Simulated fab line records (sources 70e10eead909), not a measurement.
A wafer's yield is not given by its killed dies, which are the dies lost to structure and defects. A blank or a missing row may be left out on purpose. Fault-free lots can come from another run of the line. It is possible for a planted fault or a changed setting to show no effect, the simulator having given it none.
Matching of chambers | flow nand_harc | NHARC_A_WL_FILL_ALD_10 on ald_hk-01 has 4 sister chambers
The step deposits SiO2, target thk 50 nm, pulse time 10 s, ald cycles 500. 18 wafers are shown with their chamber, then 9 later ones without.

WAFERS, EACH WITH ITS CHAMBER
wafer  | chamber | heater_power_w (W) | precursor_pulse_height_rel
L074.1 | 0       | 513                | 1.031
L074.2 | 3       | 507                | 0.993
L074.5 | 1       | 456                | 0.996
L080.2 | 1       | 425                | 1.004
L080.4 | 0       | 466                | 0.977
L080.5 | 0       | 460                | 0.976
L081.2 | 2       | 527                | 0.985
L081.3 | 3       | 493                | 0.983
L081.6 | 0       | 456                | 0.991
L084.4 | 1       | 427                | 1.027
L084.3 | 0       | 465                | 1.013
L084.5 | 2       | 523                | 0.975
L085.1 | 2       | 533                | 1.025
L085.5 | 1       | 421                | 1.016
L085.6 | 0       | 480                | 1.019
L088.4 | 0       | 459                | 1.002
L088.1 | 2       | 532                | 1.020
L088.2 | 3       | 482                | 1.008

SIGNATURES, as means of the wafers listed above
reading                    | chamber 0 | chamber 1 | chamber 2 | chamber 3 | scatter within a chamber
heater_power_w             | 471.29    | 432.25    | 528.75    | 494.00    | 15.9
precursor_pulse_height_rel | 1.00129   | 1.01075   | 1.00125   | 0.99467   | 0.0197
Rule: for each reading, subtract the chamber's mean from the wafer's reading, divide by that reading's scatter and square the result; add these up over the readings and take the root, which gives the wafer's distance from the chamber. If the next closest chamber is less than 2 further off than the closest, the wafer can't be placed; otherwise it belongs to the closest. The scatter: the root of (the sum of the squares of (reading less its chamber's mean) over the shown wafers, divided by (wafers less chambers)).

WAFERS WHOSE CHAMBER IS MISSING
wafer  | heater_power_w (W) | precursor_pulse_height_rel
L090.1 | 431                | 1.001
L090.4 | 497                | 1.052
L090.5 | 422                | 1.009
L093.1 | 426                | 0.999
L093.5 | 425                | 0.992
L093.6 | 474                | 0.983
L094.4 | 433                | 1.029
L094.1 | 500                | 1.002
L094.5 | 441                | 1.046

CHAMBER TAKEN BY EACH
wafer  | from the rows above               | in truth
L090.1 | 1                                 | 1
L090.4 | can't be placed: 3 or 0 or 2 or 1 | 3
L090.5 | 1                                 | 1
L093.1 | 1                                 | 1
L093.5 | can't be placed: 1 or 0           | 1
L093.6 | can't be placed: 0 or 3           | 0
L094.4 | can't be placed: 1 or 0           | 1
L094.1 | can't be placed: 3 or 0 or 2      | 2
L094.5 | can't be placed: 1 or 0           | 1
3 of 9 placed correctly. Unplaceable from these rows: 6, with the true chamber sitting among the candidates in 6. Number placed wrongly: 0.
